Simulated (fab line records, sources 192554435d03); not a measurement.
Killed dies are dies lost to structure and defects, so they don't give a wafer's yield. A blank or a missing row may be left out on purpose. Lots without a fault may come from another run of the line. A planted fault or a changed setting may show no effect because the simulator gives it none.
Chamber matching | flow n5_finfet | N5_BEOL_M0_SAQP_PECVD_03 on pecvd-02: 3 sister chambers
The step deposits SiCN from 3MS/NH3, target thk 12 nm, time 21.1 s. 6 wafers are shown with their chamber, then 7 later ones without.

WAFERS WITH THEIR CHAMBER
wafer  | chamber | showerhead_plenum_p_Torr (Torr) | throttle_valve_pct (%)
L075.6 | 2       | 3.641                           | 8.9
L077.4 | 2       | 3.636                           | 8.8
L078.4 | 0       | 3.686                           | 9.3
L078.5 | 1       | 3.689                           | 9.6
L083.1 | 0       | 3.686                           | 9.4
L083.3 | 1       | 3.686                           | 9.3

WAFERS WITHOUT THEIR CHAMBER
wafer  | showerhead_plenum_p_Torr (Torr) | throttle_valve_pct (%)
L083.4 | 3.679                           | 9.7
L085.1 | 3.688                           | 9.3
L085.2 | 3.690                           | 9.5
L085.3 | 3.677                           | 9.4
L087.2 | 3.672                           | 9.5
L087.3 | 3.667                           | 9.2
L087.4 | 3.689                           | 9.3

WHICH CHAMBER EACH WENT THROUGH
wafer  | from the rows above     | in truth
L083.4 | can't be placed: 0 or 1 | 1
L085.1 | can't be placed: 0 or 1 | 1
L085.2 | can't be placed: 1 or 0 | 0
L085.3 | can't be placed: 0 or 1 | 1
L087.2 | can't be placed: 0 or 1 | 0
L087.3 | can't be placed: 0 or 1 | 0
L087.4 | can't be placed: 1 or 0 | 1
Placed correctly: 0 of 7. Can't be placed from these rows: 7 (the true chamber is among the candidates in 7). Placed wrongly: 0.
How it was worked out, from the rows above alone: a wafer's distance from a chamber is the root of the sum, over the readings, of the square of ((its reading less the chamber's mean) divided by the reading's scatter). The wafer belongs to the nearest chamber; if the next one is less than 2 further off, it can't be placed. A chamber's mean is the mean of its shown wafers. The scatter: the root of (the sum of the squares of (reading less its chamber's mean) over the shown wafers, divided by (wafers less chambers)).
